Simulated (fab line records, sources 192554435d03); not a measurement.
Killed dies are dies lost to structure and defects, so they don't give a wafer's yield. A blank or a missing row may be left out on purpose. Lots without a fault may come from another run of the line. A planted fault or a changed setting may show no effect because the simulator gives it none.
Problem report in the 8D (eight disciplines) form, filled by code | flow n5_finfet | the parts of the form that need people (team, actions taken, sign-off) are left out

1. THE PROBLEM
etch_rf_on_time_s at N5_BEOL_M1_ETCH_77 reads a mean of 3.74 s on 4 wafers of 3 lots; wafers without a fault read 5.17 s with a standard deviation of 0.12. That is -12 standard deviations from the usual mean.
The step: etches underlayer in N2/H2, target depth 6.5 nm, time 5.2 s.
First seen on wafer L467.1, day 9 22:56, on rie_diel-03. The record holds 24 wafers of 9 lots with a number at this step. Rule for "out", or "out of limits": more than 4 standard deviations from the usual mean. The other wafers with a number count as sound.

2. WHAT IT IS AND WHAT IT IS NOT
question                    | is                             | is not
which readings at this step | etch_rf_on_time_s              | drypump_motor_current_A, oes_product_au, rf_vpp_V, showerhead_plenum_p_Torr, throttle_valve_pct
which lots                  | L467, L468, L470               | L454, L457, L463, L472, L473, L475
which wafers of those lots  | L467.1, L467.5, L468.1, L470.1 | L468.4, L470.4
read on which tools         | rie_diel-03                    | rie_diel-01, rie_diel-02
when                        | from day 9 22:56               | up to then (9 sound wafers); but 11 sound wafers of L468, L470, L472, L473, L475 came after

3. SUSPECTS, AND WHAT RULES EACH OUT
Counting: a tool at a process step up to the reading stays a suspect if it ran every lot that is out. Sound lots after the first of them don't rule it out here, since some wafers of a struck lot are sound.
- rie_diel-03 at N5_BEOL_M1_DESCUM_33 (chemistry O2, time 7 s): kept. It ran every lot that is out, first L467 (day 9 22:54); its last sound lot up to then is L457 (day 7 08:14).
- rie_diel-03 at N5_BEOL_M1_ETCH_77 (etches underlayer in N2/H2, target depth 6.5 nm, time 5.2 s): kept. It ran every lot that is out, first L467 (day 9 22:56); its last sound lot up to then is L457 (day 7 08:16). Its own readings are out on those wafers: etch_rf_on_time_s.
- Within rie_diel-03 at N5_BEOL_M1_DESCUM_33: the wafers that are out ran in chambers 0, 2; their sound lot-mates ran in chambers 1, 3.
- Within rie_diel-03 at N5_BEOL_M1_ETCH_77: the wafers that are out ran in chambers 0, 2; their sound lot-mates ran in chambers 1, 3.
Left after counting: rie_diel-03 at N5_BEOL_M1_DESCUM_33, rie_diel-03 at N5_BEOL_M1_ETCH_77.

4. THE CAUSE (what the simulator had put in)
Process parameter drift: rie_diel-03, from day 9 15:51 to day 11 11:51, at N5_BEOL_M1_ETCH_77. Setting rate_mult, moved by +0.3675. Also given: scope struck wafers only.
Counting left 2 suspects, and this tool is among them.

5. THE CHAIN OF EFFECTS, in route order
Each row: a reading whose mean over the struck wafers that have a number lies more than 3 standard deviations from the usual. Only readings for which the record gives a usual standard deviation are gone through. hours: the time from each lot's start at the first step in this table that gives one to its start at this step, as a median over the lots. sigmas: the change in usual standard deviations.
hours | step               | reading           | usual  | on struck wafers | change | sigmas
0     | N5_BEOL_M1_ETCH_77 | etch_rf_on_time_s | 5.17 s | 3.74             | -1.43  | -12
The process steps in it:
- N5_BEOL_M1_ETCH_77: etches underlayer in N2/H2, target depth 6.5 nm, time 5.2 s.
Later measuring or inspecting steps at which every struck wafer that the step has a row for has a number for every such reading, and none has moved that far: N5_BEOL_M4_RC_MEAS_101.

6. WHAT WOULD HAVE CAUGHT IT SOONER
In this record the first reading out of limits was taken at day 9 22:56, 7 hours after the fault began at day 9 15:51.
